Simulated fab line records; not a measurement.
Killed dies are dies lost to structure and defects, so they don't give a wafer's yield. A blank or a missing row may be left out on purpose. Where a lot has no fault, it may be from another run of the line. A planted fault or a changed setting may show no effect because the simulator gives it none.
Which tool was responsible? ; flow nand harc ; 13 lots with 39 wafers sampled at 4 steps, on a route of 1159 steps

== WHAT THE GAUGES SHOWED, per wafer ==
NHARC_P_STI_OVL_MEAS_10. Usual: overlay x nm 1 nm, standard deviation 6; overlay y nm 0 nm, standard deviation 7.7.
lot;measured;on;overlay x nm (nm);overlay y nm (nm);flag
L443;day 2 07:44;overlay-01;8 8 9;-12 -11 -11;
L444;day 2 17:03;overlay-02;5 5 5;1 1 1;
L445;day 3 01:58;overlay-02;-7 -7 -8;1 0 0;
L446;day 3 02:00;overlay-01;-5 -5 -5;1 1 2;
L448;day 3 17:13;overlay-01;-3 -3 -3;14 15 14;
L449;day 3 23:30;overlay-02;0 0 0;-1 -1 -1;
L451;day 4 12:51;overlay-02;7 7 7;4 4 4;
L453;day 5 01:29;overlay-02;10 10 11;-2 -3 -3;
L458;day 6 08:47;overlay-02;2 2 2;-1 -1 -1;
L463;day 7 11:09;overlay-02;-3 -3 -2;5 5 5;
L464;day 7 17:16;overlay-01;-1 -1 -1;0 -1 0;
L465;day 7 23:46;overlay-01;7 8 8;9 9 8;
L466;day 8 06:35;overlay-01;0 0 0;-5 -6 -6;

NHARC_P_GATE_CD_MEAS_26: target cd 120 nm. Usual: cd nm at 120.0 nm, with a standard deviation of 0.9.
lot;measured;on;cd nm (nm);flag
L443;day 4 18:11;cd sem-03;120.6 120.3 120.6;
L444;day 5 01:26;cd sem-01;120.5 120.4 119.8;
L445;day 5 07:14;cd sem-01;120.4 120.5 120.8;
L446;day 5 06:41;cd sem-02;119.2 119.5 119.7;
L448;day 6 02:26;cd sem-02;120.6 121.4 121.8;
L449;day 6 03:14;cd sem-03;119.9 121.4 120.4;
L451;day 6 19:47;cd sem-01;120.1 120.0 119.7;
L453;day 7 04:21;cd sem-02;120.6 121.3 120.3;
L458;day 8 12:40;cd sem-02;119.8 120.4 116.9;
L463;day 9 18:31;cd sem-01;120.6 121.0 120.1;
L464;day 9 21:42;cd sem-02;119.6 118.5 119.7;
L465;day 10 04:07;cd sem-02;119.3 119.8 119.6;
L466;day 10 11:21;cd sem-02;119.3 119.7 119.4;

NHARC_P_GATE_CD_MEAS_33. Usual: cd nm at 120.7 nm, with a standard deviation of 2.4.
lot;measured;on;cd nm (nm);flag
L443;day 4 19:13;cd sem-01;124.7 120.4 121.7;
L444;day 5 02:46;cd sem-03;117.8 119.4 119.2;
L445;day 5 08:14;cd sem-02;119.9 120.0 120.6;
L446;day 5 07:43;cd sem-03;119.8 119.6 120.5;
L448;day 6 03:29;cd sem-02;126.6 122.2 124.3;
L449;day 6 04:19;cd sem-01;118.7 119.2 122.9;
L451;day 6 21:37;cd sem-03;121.2 122.7 125.5;
L453;day 7 05:24;cd sem-01;124.9 121.5 122.3;
L458;day 8 14:07;cd sem-01;125.1 123.2 117.0;
L463;day 9 19:39;cd sem-03;118.5 122.5 119.7;
L464;day 9 22:48;cd sem-03;119.5 120.0 118.2;
L465;day 10 05:16;cd sem-02;120.4 119.5 120.7;
L466;day 10 12:25;cd sem-03;117.0 124.5 119.1;

== TOOL THAT RAN EACH LOT (tool first, then ch and the chambers of the sampled wafers, then the start) ==
lot;NHARC_P_GATE_PEB_24
L443;litho track-01 ch 0, day 4 18:07
L444;litho track-04 ch 0, day 5 01:22
L445;litho track-01 ch 0, day 5 07:10
L446;litho track-01 ch 0, day 5 06:36
L448;litho track-04 ch 0, day 6 02:22
L449;litho track-04 ch 0, day 6 03:10
L451;litho track-01 ch 0, day 6 19:43
L453;litho track-04 ch 0, day 7 04:17
L458;litho track-01 ch 0, day 8 12:35
L463;litho track-04 ch 0, day 9 18:27
L464;litho track-06 ch 0, day 9 21:37
L465;litho track-06 ch 0, day 10 04:02
L466;litho track-06 ch 0, day 10 11:16
- NHARC_P_GATE_PEB_24: peb time 65 s.

== AS READ BY THE TOOLS THEMSELVES (means over the sampled wafers that have a number; for cases with no such wafer, the mark the record gives instead) ==
The record holds no such reading with a usual standard deviation.

== THE ANSWER, worked out from the rows above alone ==
Rule: take the mean of a lot's wafers that have a number; if it is more than 3 standard deviations from the usual mean, the lot is off. Also off: a lot with no number at a reading for which 4 or more lots have one. All remaining lots with rows at the step are treated as sound. First the gauges in route order, then the tools' own readings, where a lot's mean is used as printed above. At the first step where some lot is off, the reading lying furthest off is the one used; lots without a number count as furthest.
None of the lots is off at any reading shown; this tells nothing.

== WHAT THE SIMULATOR HAD PUT IN ==
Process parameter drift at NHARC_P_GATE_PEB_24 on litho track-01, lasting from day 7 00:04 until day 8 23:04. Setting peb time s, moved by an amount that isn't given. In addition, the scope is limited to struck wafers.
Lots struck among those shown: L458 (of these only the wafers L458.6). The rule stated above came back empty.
